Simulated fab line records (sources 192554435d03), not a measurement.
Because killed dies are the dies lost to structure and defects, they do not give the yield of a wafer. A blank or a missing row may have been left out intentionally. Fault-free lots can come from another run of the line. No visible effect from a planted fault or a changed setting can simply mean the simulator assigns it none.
fab line records    flow n5-finfet
record: lots: 7  wafers: 21
route steps=1938 shown MOL_CONTACT_COAG@531 BEOL_M0_SAQP@638
start-h: the number of hours between the record's first day and the start of the first shown wafer of the lot    wait-h: time in hours since the lot's previous step    " repeats the value in the row above    L1.1+2: a single row standing in for several wafers    - no value present, or no start provided    * or withheld: withheld    < > ~ a bound
route shown NAME@n: names a module that has steps shown in the file, with the first one's number in the route    usual: mean/standard deviation taken from wafers without a fault    same: alike in all rows    chamber/n: place in a boat    sites: readings site by site    _std_site: standard deviation across them    _edge_site: the outer-site mean with the inner-site mean subtracted    radius-mm: how far each site lies from the wafer's centre    mask NAME#n: copy n    behind: tool/chamber where the wafer was last shaped    hold: why the lot was held/for how many hours/how that ended    device: transistor that didn't switch, given as n, p or np    end of line: the route-end tests of the same wafers    step lacking rows: just its recipe    killed: at the first sort, the dies lost to defects and structure; wafer yield is something else    map: shows each die of a wafer: x if killed, . if not, _ if none is there
set.NAME: setting as actually run; set.NAME@STEP: the setting as run at that earlier step    model.NAME: the simulator's own value behind a step, which no gauge read
lots where settings were altered on purpose, with a table for each step and a row for each wafer
== steps ==
step: N5_MOL_CONTACT_COAG_ETCH_105
recipe: chemistry: CF4  target: SiARC  target-depth-a: 156  mask-material: CAR-EUV  time-s: 26  ion-energy-ev: 80  pressure-mtorr: 40  source-w: 545  bias-w: 36  Ar_flow_sccm: 100  cf4-flow-sccm: 100  ends: cleared
usual: etch-rf-on-time-s: 25.9/0.41  rf-vpp-V: 184.0/1.1
lot.wafer  tool         chamber  start-h  wait-h  set.bias-w  set.dose-mj@MOL_CONTACT_COAG_EXPOSE_05  etch-rf-on-time-s  rf-vpp-V  model.MOL_CONTACT_COAG.cd-offset-nm
L079.2     rie-diel-03  2        117.14   0.0     40.15       38.25                                   24.9               198.6     0.2
L079.4     "            1        "        "       40.15       41.01                                   24.1               198.3     1.6
L079.5     "            3        "        "       36          41.01                                   26.0               185.2     1.6
L080.1     rie-diel-01  2        141.62   0.0     36          38.25                                   26.1               184.5     0
L080.2     "            0        "        "       36          38.25                                   26.0               185.8     0
L080.6     "            0        "        "       36          38.25                                   26.1               183.1     0
L082.2     rie-diel-03  0        142.33   0.0     29.75       38.25                                   27.6               162.0     0
L082.4     "            2        "        "       36          38.25                                   25.9               183.9     0
L082.5     "            0        "        "       36          40.16                                   26.1               183.9     0.8
L084.1     rie-diel-01  0        151.22   0.0     40.46       40.32                                   24.9               198.8     1
L084.4     "            2        "        "       36          38.25                                   25.6               183.9     -0.2
L084.6     "            0        "        "       40.46       38.25                                   24.9               197.8     -0.2
L091.1     rie-diel-03  1        192.23   0.0     36          39.08                                   25.5               184.8     0.4
L091.3     "            2        "        "       36          38.25                                   26.3               184.8     0
L091.4     "            2        "        "       36          39.08                                   26.3               185.2     0.6
L092.1     rie-diel-01  0        196.01   0.0     36          38.25                                   26.1               183.3     0
L092.2     "            1        "        "       36          38.25                                   25.9               184.8     0
L092.5     "            0        "        "       31.06       38.25                                   27.2               167.1     0
L097.2     rie-diel-01  0        227.19   0.0     36          38.25                                   25.8               184.9     0
L097.5     "            2        "        "       39.74       38.25                                   25.2               195.7     -0.2
L097.6     "            3        "        "       39.74       38.25                                   24.8               195.9     0
step: N5_MOL_CONTACT_COAG_ETCH_106
recipe: chemistry: N2/H2  target: SOC  target-depth-a: 800  overetch-a: 160  mask-material: SiARC  temp-c: 40  time-s: 120  ion-energy-ev: 200  pressure-mtorr: 30  source-w: 840  bias-w: 150  n2-flow-sccm: 200  h2-flow-sccm: 200
lot.wafer  tool         chamber  start-h  wait-h  set.dose-mj@MOL_CONTACT_COAG_EXPOSE_05  model.MOL_CONTACT_COAG.cd-offset-nm
L079.2     rie-diel-03  2        117.17   0.0     38.25                                   0.2
L079.4+5   "            1,3      "        "       41.01                                   1.6
L080.1+2   rie-diel-01  2,0      141.65   0.0     38.25                                   0
L080.6     "            0        "        "       38.25                                   0.2
L082.2+4   rie-diel-03  0,2      142.36   0.0     38.25                                   0
L082.5     "            0        "        "       40.16                                   0.8
L084.1     rie-diel-01  0        151.25   0.0     40.32                                   1
L084.4     "            2        "        "       38.25                                   0
L084.6     "            0        "        "       38.25                                   -0.2
L091.1     rie-diel-03  1        192.26   0.0     39.08                                   0.6
L091.3     "            2        "        "       38.25                                   0
L091.4     "            2        "        "       39.08                                   0.4
L092.1     rie-diel-01  0        196.04   0.0     38.25                                   0
L092.2+5   "            1,0      "        "       38.25                                   0.2
L097.2+5   rie-diel-01  0,2      227.22   0.0     38.25                                   -0.2
L097.6     "            3        "        "       38.25                                   0
step: N5_MOL_CONTACT_COAG_COAT_34
recipe: resist: CAR-EUV  spin-rpm: 1500  resist-thk-nm: 40
lot.wafer   tool            chamber  start-h  wait-h  set.spin-rpm  model.CAR-EUV_of_MOL_CONTACT_COAG_COAT_34.thk-nm
L079.2      litho-track-04  0        -        -       1500          40.2
L079.4      "               0        "        "       1500          40
L079.5      "               0        "        "       1446          41
L080.1      litho-track-04  0        -        -       1500          40
L080.2+6    "               0        "        "       1500          40.2
L082.2+4+5  litho-track-04  0        -        -       1500          40
L084.1      litho-track-05  0        -        -       1500          40
L084.4+6    "               0        "        "       1668          38
L091.1      litho-track-04  0        -        -       1500          40.2
L091.3+4    "               0        "        "       1450          40.8
L092.1+5    litho-track-02  0        -        -       1500          40
L092.2      "               0        "        "       1500          40.2
L097.2+6    litho-track-05  0        -        -       1431          41
L097.5      "               0        "        "       1500          40
step: N5_MOL_CONTACT_COAG_EXPOSE_37
recipe: mask-id: VD  na: 0.33  source-shape: annular  sigma-inner: 0.3  sigma-outer: 0.7  polarization: unpolarized  defocus-nm: 0  dose-mj: 62
lot.wafer   tool            chamber  start-h  wait-h  mask  set.dose-mj
L079.2+5    euv-scanner-01  0        129.22   -       VD#0  59.13
L079.4      "               0        "        "       VD#0  62
L080.1+2+6  euv-scanner-02  0        156.14   -       VD#0  62
L082.2+5    euv-scanner-01  0        156.53   -       VD#0  64.94
L082.4      "               0        "        "       VD#0  62
L084.1+4    euv-scanner-01  0        163.89   -       VD#0  62
L084.6      "               0        "        "       VD#0  59.81
L091.1+3    euv-scanner-01  0        205.20   -       VD#0  62
L091.4      "               0        "        "       VD#0  63.47
L092.1+2+5  euv-scanner-01  0        207.86   -       VD#0  62
L097.2      euv-scanner-01  0        237.87   -       VD#0  62
L097.5+6    "               0        "        "       VD#0  66.02
step: N5_MOL_CONTACT_COAG_PEB_38
recipe: peb-temp-c: 100  peb-time-s: 60  resist: CAR-EUV
step: N5_MOL_CONTACT_COAG_DEVELOP_39
recipe: develop-time-s: 30  developer: TMAH  resist: CAR-EUV  rinse-liquid: surfactant-rinse  dry: air-spin  dev-temp-c: 23
step: N5_MOL_CONTACT_COAG_CD_MEAS_40
recipe: target-cd-nm: 25.1  landing-energy-ev: 500  detector: se-inlens  polarity: opening
usual: cd-nm: 25.10/0.23
lot.wafer  tool       chamber  start-h  wait-h  set.dose-mj@MOL_CONTACT_COAG_EXPOSE_37  cd-nm
L079.2     cd-sem-03  0        129.35   -       59.13                                   24.40
L079.4     "          0        "        "       62                                      24.89
L079.5     "          0        "        "       59.13                                   23.93
L080.1     cd-sem-01  0        156.28   -       62                                      25.39
L080.2     "          0        "        "       62                                      25.13
L080.6     "          0        "        "       62                                      25.27
L082.2     cd-sem-01  0        156.67   -       64.94                                   26.04
L082.4     "          0        "        "       62                                      24.90
L082.5     "          0        "        "       64.94                                   25.69
L084.1     cd-sem-02  0        164.03   -       62                                      25.19
L084.4     "          0        "        "       62                                      25.17
L084.6     "          0        "        "       59.81                                   24.56
L091.1     cd-sem-02  0        205.34   -       62                                      24.89
L091.3     "          0        "        "       62                                      24.99
L091.4     "          0        "        "       63.47                                   25.62
L092.1     cd-sem-03  0        208.00   -       62                                      25.11
L092.2     "          0        "        "       62                                      25.03
L092.5     "          0        "        "       62                                      25.51
L097.2     cd-sem-01  0        238.01   -       62                                      25.33
L097.5     "          0        "        "       66.02                                   26.41
L097.6     "          0        "        "       66.02                                   26.12
step: N5_MOL_CONTACT_COAG_DESCUM_45
recipe: chemistry: O2  time-s: 7  source-power-w: 50  bias-power-w: 20  pressure-mtorr: 20  rf-frequency-hz: 2.712e+07  temp-c: 40  resist: CAR-EUV  o2-flow-sccm: 225
lot.wafer   tool         chamber  start-h  wait-h  set.spin-rpm@MOL_CONTACT_COAG_COAT_34  model.CAR-EUV_of_MOL_CONTACT_COAG_COAT_34.thk-nm
L079.2      rie-diel-01  2        130.27   0.8     1500                                   36.2
L079.4      "            1        "        "       1500                                   36
L079.5      "            2        "        "       1446                                   37
L080.1+2+6  rie-diel-03  3,1,3    156.40   0.0     1500                                   36.2
L082.2      rie-diel-03  0        157.08   0.3     1500                                   36
L082.4+5    "            2,0      "        "       1500                                   36.2
L084.1      rie-diel-01  3        164.15   0.0     1500                                   36.2
L084.4+6    "            2        "        "       1668                                   34
L091.1      rie-diel-01  3        205.47   0.0     1500                                   36.2
L091.3      "            1        "        "       1450                                   37
L091.4      "            2        "        "       1450                                   36.8
L092.1      rie-diel-03  3        208.12   0.0     1500                                   36
L092.2+5    "            2        "        "       1500                                   36.2
L097.2+6    rie-diel-01  2,0      238.13   0.0     1431                                   37
L097.5      "            2        "        "       1500                                   36.2
step: N5_MOL_CONTACT_COAG_ETCH_65
recipe: chemistry: N2/H2  target: underlayer  target-depth-a: 130  mask-material: CAR-EUV  time-s: 10.4  ion-energy-ev: 200  pressure-mtorr: 30  source-w: 840  bias-w: 150  n2-flow-sccm: 200  h2-flow-sccm: 200  ends: cleared
step: N5_MOL_CONTACT_COAG_ETCH_66
recipe: chemistry: CF4  target: SiARC  target-depth-a: 130  mask-material: CAR-EUV  time-s: 21.7  ion-energy-ev: 80  pressure-mtorr: 40  source-w: 545  bias-w: 36  Ar_flow_sccm: 100  cf4-flow-sccm: 100  ends: cleared
lot.wafer   tool         chamber  start-h  wait-h  set.spin-rpm@MOL_CONTACT_COAG_COAT_34  model.CAR-EUV_of_MOL_CONTACT_COAG_COAT_34.thk-nm
L079.2+4    rie-diel-01  2,1      130.32   0.0     1500                                   17
L079.5      "            2        "        "       1446                                   18
L080.1+2+6  rie-diel-03  3,1,3    156.46   0.0     1500                                   17
L082.2      rie-diel-03  0        157.13   0.0     1500                                   16.8
L082.4+5    "            2,0      "        "       1500                                   17
L084.1      rie-diel-01  3        164.21   0.0     1500                                   17
L084.4+6    "            2        "        "       1668                                   14.8
L091.1      rie-diel-01  3        205.52   0.0     1500                                   17
L091.3      "            1        "        "       1450                                   17.8
L091.4      "            2        "        "       1450                                   17.6
L092.1+2+5  rie-diel-03  3,2,2    208.18   0.0     1500                                   17
L097.2+6    rie-diel-01  2,0      238.19   0.0     1431                                   17.8
L097.5      "            2        "        "       1500                                   16.8
step: N5_MOL_CONTACT_COAG_ALD_133
recipe: material: SiO2  target-thk-a: 50  temp-c: 100  ald-precursor-family: BDEAS  ald-co-reactant: O2-plasma  pulse-time-s: 1  co-reactant-pulse-time-s: 1  purge-time-s: 2  co-reactant-purge-time-s: 2  ald-cycles: 35  pressure-torr: 2
step: N5_MOL_CONTACT_COAG_ETCHBACK_134
recipe: chemistry: CHF3  target: SiO2  target-depth-a: 100  time-s: 6.7  ion-energy-ev: 200  pressure-mtorr: 30  source-w: 610  bias-w: 170  Ar_flow_sccm: 200  CHF3_flow_sccm: 50
step: N5_MOL_CONTACT_COAG_PRECLEAN_138
recipe: chemistry: alkaline-clean  temp-c: 60  time-s: 60  do-ppb: 50
step: N5_MOL_CONTACT_COAG_SRD_139
recipe: dry: ipa-marangoni  time-s: 30  temp-c: 23  rinse-liquid: diw
step: N5_MOL_CONTACT_COAG_CD_MEAS_101
recipe: target-cd-nm: 16
usual: cd-nm: 16.0/0.3
lot.wafer  tool       chamber  start-h  wait-h  set.dose-mj@MOL_CONTACT_COAG_EXPOSE_37  cd-nm
L079.2     cd-sem-02  -        131.09   0.0     59.13                                   15.1
L079.4     "          -        "        "       62                                      16.0
L079.5     "          -        "        "       59.13                                   14.9
L080.1     cd-sem-02  -        157.29   0.0     62                                      16.2
L080.2     "          -        "        "       62                                      16.0
L080.6     "          -        "        "       62                                      15.6
L082.2     cd-sem-03  -        157.98   0.0     64.94                                   16.6
L082.4     "          -        "        "       62                                      15.8
L082.5     "          -        "        "       64.94                                   16.2
L084.1     cd-sem-02  -        165.23   0.0     62                                      15.7
L084.4     "          -        "        "       62                                      16.0
L084.6     "          -        "        "       59.81                                   15.8
L091.1     cd-sem-03  -        206.29   0.0     62                                      16.0
L091.3     "          -        "        "       62                                      15.8
L091.4     "          -        "        "       63.47                                   16.4
L092.1     cd-sem-01  -        209.02   0.0     62                                      15.9
L092.2     "          -        "        "       62                                      16.3
L092.5     "          -        "        "       62                                      15.7
L097.2     cd-sem-01  -        238.95   0.0     62                                      15.9
L097.5     "          -        "        "       66.02                                   17.3
L097.6     "          -        "        "       66.02                                   17.1
step: N5_BEOL_M0_SAQP_PECVD_04
recipe: material: a-Si  target-thk-a: 600  temp-c: 350  precursor: SiH4/He  pressure-torr: 3  rf-w: 100  time-s: 60.2
lot.wafer  tool      chamber  start-h  wait-h  set.time-s  model.a-Si_of_BEOL_M0_SAQP_PECVD_04.thk-nm
L079.2     pecvd-02  2        139.24   0.0     63.81       63.2
L079.4     "         2        "        "       60.2        61.2
L079.5     "         1        "        "       63.81       63.6
L080.1+2   pecvd-01  0,2      163.47   0.0     60.2        59.8
L080.6     "         2        "        "       60.2        60.8
L082.2     pecvd-01  0        167.47   0.0     60.2        59
L082.4     "         1        "        "       60.2        60
L082.5     "         0        "        "       54.65       55
L084.1     pecvd-02  0        172.38   0.0     60.2        60
L084.4     "         1        "        "       60.2        59.8
L084.6     "         0        "        "       68.14       68
L091.1     pecvd-03  2        214.46   0.0     54.02       53.2
L091.3     "         1        "        "       54.02       54
L091.4     "         1        "        "       60.2        59.8
L092.1     pecvd-03  0        215.48   0.0     60.2        60.6
L092.2     "         1        "        "       60.2        59.4
L092.5     "         1        "        "       54.48       54.4
L097.2     pecvd-02  0        243.77   0.0     65.72       65.6
L097.5     "         1        "        "       60.2        60.8
L097.6     "         0        "        "       65.72       67.2
step: N5_BEOL_M0_SAQP_THK_MEAS_05
usual: thk-nm: 60.0/0.67
lot.wafer  tool           chamber  start-h  wait-h  set.time-s@BEOL_M0_SAQP_PECVD_04  thk-nm
L079.2     film-metro-02  -        139.33   0.1     63.81                             63.3
L079.4     "              -        "        "       60.2                              61.2
L079.5     "              -        "        "       63.81                             63.6
L080.1     film-metro-02  -        163.56   0.1     60.2                              59.8
L080.2     "              -        "        "       60.2                              59.8
L080.6     "              -        "        "       60.2                              60.7
L082.2     film-metro-01  -        167.58   0.1     60.2                              59.0
L082.4     "              -        "        "       60.2                              60.0
L082.5     "              -        "        "       54.65                             55.0
L084.1     film-metro-01  -        172.48   0.1     60.2                              60.0
L084.4     "              -        "        "       60.2                              59.8
L084.6     "              -        "        "       68.14                             68.0
L091.1     film-metro-02  -        214.56   0.1     54.02                             53.2
L091.3     "              -        "        "       54.02                             54.0
L091.4     "              -        "        "       60.2                              59.7
L092.1     film-metro-01  -        215.58   0.1     60.2                              60.5
L092.2     "              -        "        "       60.2                              59.3
L092.5     "              -        "        "       54.48                             54.5
L097.2     film-metro-01  -        243.87   0.1     65.72                             65.6
L097.5     "              -        "        "       60.2                              60.9
L097.6     "              -        "        "       65.72                             67.2
step: N5_BEOL_M0_SAQP_HM_DEP_111
recipe: material: SiO2  target-thk-a: 120  temp-c: 400  precursor: SiH4/N2O  pressure-torr: 0.75  rf-w: 275  time-s: 7.2
lot.wafer  tool      chamber  start-h  wait-h  set.time-s  model.SiO2_of_BEOL_M0_SAQP_HM_DEP_111.thk-nm
L079.2     pecvd-03  1        139.37   0.0     7.2         12
L079.4     "         1        "        "       6.605       11.2
L079.5     "         0        "        "       7.2         12.2
L080.1+2   pecvd-02  1,0      163.60   0.0     7.2         11.8
L080.6     "         2        "        "       7.2         12
L082.2     pecvd-03  1        167.62   0.0     7.2         11.8
L082.4     "         0        "        "       6.737       11.2
L082.5     "         1        "        "       6.737       11
L084.1     pecvd-01  2        172.52   0.0     6.65        11.2
L084.4     "         0        "        "       7.2         12.2
L084.6     "         2        "        "       6.65        11.4
L091.1     pecvd-02  1        214.60   0.0     6.733       11.4
L091.3     "         0        "        "       7.2         12
L091.4     "         1        "        "       7.2         12.2
L092.1     pecvd-02  1        215.62   0.0     7.2         12.2
L092.2     "         0        "        "       7.929       13.2
L092.5     "         1        "        "       7.2         12.4
L097.2     pecvd-03  1        243.90   0.0     7.2         11.8
L097.5+6   "         0,2      "        "       7.2         12
step: N5_BEOL_M0_SAQP_COAT_81
recipe: resist: SOC  temp-c: 250  time-s: 60  spin-rpm: 1500  resist-thk-nm: 100
step: N5_BEOL_M0_SAQP_COAT_82
recipe: resist: SiARC  temp-c: 220  time-s: 60  spin-rpm: 1500  resist-thk-nm: 30
step: N5_BEOL_M0_SAQP_ETCH_84
recipe: chemistry: N2/H2  target: SOC  target-depth-a: 1000  overetch-a: 200  mask-material: SiARC  temp-c: 40  time-s: 150  ion-energy-ev: 200  pressure-mtorr: 30  source-w: 840  bias-w: 150  n2-flow-sccm: 200  h2-flow-sccm: 200
step: N5_BEOL_M0_SAQP_STRIP_80
recipe: chemistry: N2/H2  temp-c: 40  n2-flow-sccm: 200  h2-flow-sccm: 200  rf-frequency-hz: 6e+07
step: N5_BEOL_M0_SAQP_HM_OPEN_112
recipe: chemistry: CHF3/O2  target: SiO2  stop-on: a-Si  target-depth-a: 120  over-etch-frac: 1.25  mask-material: SOC  time-s: 13.5  pressure-mtorr: 30  source-w: 650  bias-w: 170  Ar_flow_sccm: 200  CHF3_flow_sccm: 50  O2_flow_sccm: 5  ion-energy-ev: 200  ends: end-point
lot.wafer  tool         chamber  start-h  wait-h  set.time-s@BEOL_M0_SAQP_HM_DEP_111  model.etch.depth-nm
L079.2     rie-diel-02  0        139.97   0.0     7.2                                 12.02
L079.4     "            0        "        "       6.605                               11.19
L079.5     "            3        "        "       7.2                                 12.13
L080.1     rie-diel-02  3        164.20   0.0     7.2                                 11.74
L080.2     "            0        "        "       7.2                                 11.83
L080.6     "            2        "        "       7.2                                 12.09
L082.2     rie-diel-06  0        168.29   0.0     7.2                                 11.78
L082.4     "            2        "        "       6.737                               11.29
L082.5     "            2        "        "       6.737                               10.97
L084.1     rie-diel-05  2        173.25   0.0     6.65                                11.21
L084.4     "            0        "        "       7.2                                 12.23
L084.6     "            2        "        "       6.65                                11.43
L091.1     rie-diel-05  1        215.35   0.0     6.733                               11.33
L091.3     "            0        "        "       7.2                                 12.08
L091.4     "            1        "        "       7.2                                 12.16
L092.1     rie-diel-06  3        216.37   0.0     7.2                                 12.16
L092.2     "            0        "        "       7.929                               13.29
L092.5     "            2        "        "       7.2                                 12.39
L097.2     rie-diel-06  1        244.63   0.0     7.2                                 11.88
L097.5     "            1        "        "       7.2                                 12.07
L097.6     "            2        "        "       7.2                                 11.9
step: N5_BEOL_M0_SAQP_STRIP_113
recipe: chemistry: CHF3/O2  resist: SiARC  rf-frequency-hz: 6e+07
step: N5_BEOL_M0_SAQP_MANDREL_ETCH_20
recipe: target-depth-a: 600  chemistry: HBr/Cl2  target: a-Si  stop-on: SiNx  bt-time-s: 10  mask-material: SOC  over-etch-frac: 0.5  time-s: 30  pressure-mtorr: 10  icp-w: 800  bias-w: 75  HBr_flow_sccm: 150  Cl2_flow_sccm: 80  ends: end-point
usual: oes-product-au: 0.775/0.011
lot.wafer  tool       chamber  start-h  wait-h  set.time-s@BEOL_M0_SAQP_PECVD_04  oes-product-au  model.etch.depth-nm
L079.2     rie-si-02  1        140.05   0.0     63.81                             0.809           63.17
L079.4     "          3        "        "       60.2                              0.786           61.16
L079.5     "          1        "        "       63.81                             0.816           63.6
L080.1     rie-si-03  0        164.29   0.0     60.2                              0.788           59.79
L080.2     "          3        "        "       60.2                              0.772           59.7
L080.6     "          3        "        "       60.2                              0.783           60.78
L082.2     rie-si-02  1        168.37   0.0     60.2                              0.775           58.97
L082.4     "          2        "        "       60.2                              0.769           59.92
L082.5     "          3        "        "       54.65                             0.742           54.98
L084.1     rie-si-01  1        173.33   0.0     60.2                              0.773           59.94
L084.4     "          0        "        "       60.2                              0.763           59.84
L084.6     "          0        "        "       68.14                             0.825           67.99
L091.1     rie-si-02  3        215.43   0.0     54.02                             0.721           53.14
L091.3     "          2        "        "       54.02                             0.732           54.01
L091.4     "          1        "        "       60.2                              0.785           59.68
L092.1     rie-si-01  1        216.45   0.0     60.2                              0.777           60.55
L092.2     "          2        "        "       60.2                              0.754           59.4
L092.5     "          1        "        "       54.48                             0.731           54.46
L097.2     rie-si-01  3        244.71   0.0     65.72                             0.818           65.57
L097.5     "          2        "        "       60.2                              0.777           60.9
L097.6     "          3        "        "       65.72                             0.845           67.2
step: N5_BEOL_M0_SAQP_STRIP_86
recipe: chemistry: N2/H2  power-w: 500  temp-c: 40  pressure-mtorr: 50  rf-frequency-hz: 6e+07  overash-fraction: 0.3  bias-power-w: 28  h2-frac: 0.5  n2-flow-sccm: 300  h2-flow-sccm: 300
step: N5_BEOL_M0_SAQP_STRIP_115
recipe: chemistry: post-etch-residue-remover  time-s: 60  temp-c: 25  remover-ph: withheld  remover-water-wt-pct: withheld  remover-fluoride-wt-pct: withheld
lot.wafer  tool          chamber  start-h  wait-h  set.time-s@BEOL_M0_SAQP_HM_DEP_111  model.SiO2_of_BEOL_M0_SAQP_HM_DEP_111.thk-nm
L079.2+5   wet-bench-06  1,6      140.22   -       7.2                                 12
L079.4     "             2        "        "       6.605                               11
L080.1     wet-bench-04  1        164.45   -       7.2                                 11.6
L080.2     "             3        "        "       7.2                                 11.8
L080.6     "             2        "        "       7.2                                 12
L082.2     wet-bench-06  2        168.53   -       7.2                                 11.6
L082.4     "             6        "        "       6.737                               11.2
L082.5     "             5        "        "       6.737                               10.8
L084.1     wet-bench-04  4        173.55   -       6.65                                11.2
L084.4     "             2        "        "       7.2                                 12.2
L084.6     "             1        "        "       6.65                                11.4
L091.1     wet-bench-05  1        215.78   -       6.733                               11.2
L091.3+4   "             7,0      "        "       7.2                                 12
L092.1     wet-bench-06  4        216.62   -       7.2                                 12
L092.2     "             6        "        "       7.929                               13.2
L092.5     "             7        "        "       7.2                                 12.2
L097.2+6   wet-bench-04  0,1      244.88   -       7.2                                 11.8
L097.5     "             7        "        "       7.2                                 12
== key ==
split: step: N5_MOL_CONTACT_COAG_ETCH_105  setting: bias-w  stated: 36  by: wafer
response: step: N5_MOL_CONTACT_COAG_ETCH_105  reading: etch-rf-on-time-s  change: *  per: 1%  r: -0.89
response: step: N5_MOL_CONTACT_COAG_ETCH_105  reading: rf-vpp-V  change: +1.2  per: 1%  r: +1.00
split: step: N5_MOL_CONTACT_COAG_COAT_34  setting: spin-rpm  stated: 1500  by: wafer
response: step: N5_MOL_CONTACT_COAG_COAT_34  reading: model.CAR-EUV_of_MOL_CONTACT_COAG_COAT_34.thk-nm  change: -0.189  per: 1%  r: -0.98
response: step: N5_MOL_CONTACT_COAG_DESCUM_45  reading: model.CAR-EUV_of_MOL_CONTACT_COAG_COAT_34.thk-nm  change: -0.199  per: 1%  r: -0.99
response: step: N5_MOL_CONTACT_COAG_ETCH_66  reading: model.CAR-EUV_of_MOL_CONTACT_COAG_COAT_34.thk-nm  change: -0.206  per: 1%  r: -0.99
split: step: N5_MOL_CONTACT_COAG_EXPOSE_37  setting: dose-mj  stated: 62  by: wafer
response: step: N5_MOL_CONTACT_COAG_CD_MEAS_40  reading: cd-nm  change: +0.172  per: 1%  r: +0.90
response: step: N5_MOL_CONTACT_COAG_CD_MEAS_101  reading: cd-nm  change: +0.17  per: 1%  r: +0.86
split: step: N5_BEOL_M0_SAQP_PECVD_04  setting: time-s  stated: 60.2  by: wafer
response: step: N5_BEOL_M0_SAQP_PECVD_04  reading: model.a-Si_of_BEOL_M0_SAQP_PECVD_04.thk-nm  change: +0.574  per: 1%  r: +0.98
response: step: N5_BEOL_M0_SAQP_THK_MEAS_05  reading: thk-nm  change: *  per: 1%  r: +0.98
response: step: N5_BEOL_M0_SAQP_MANDREL_ETCH_20  reading: oes-product-au  change: +0.00452  per: 1%  r: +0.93
response: step: N5_BEOL_M0_SAQP_MANDREL_ETCH_20  reading: model.etch.depth-nm  change: +0.569  per: 1%  r: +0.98
split: step: N5_BEOL_M0_SAQP_HM_DEP_111  setting: time-s  stated: 7.2  by: wafer
response: step: N5_BEOL_M0_SAQP_HM_DEP_111  reading: model.SiO2_of_BEOL_M0_SAQP_HM_DEP_111.thk-nm  change: +0.104  per: 1%  r: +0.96
response: step: N5_BEOL_M0_SAQP_HM_OPEN_112  reading: model.etch.depth-nm  change: +0.108  per: 1%  r: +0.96
response: step: N5_BEOL_M0_SAQP_STRIP_115  reading: model.SiO2_of_BEOL_M0_SAQP_HM_DEP_111.thk-nm  change: +0.113  per: 1%  r: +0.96
split outside-this-file step=N5_MOL_CONTACT_COAG_EXPOSE_05 setting=dose-mj
split outside-this-file: this setting was split too, and the file shows its column; the key of that split is in another file
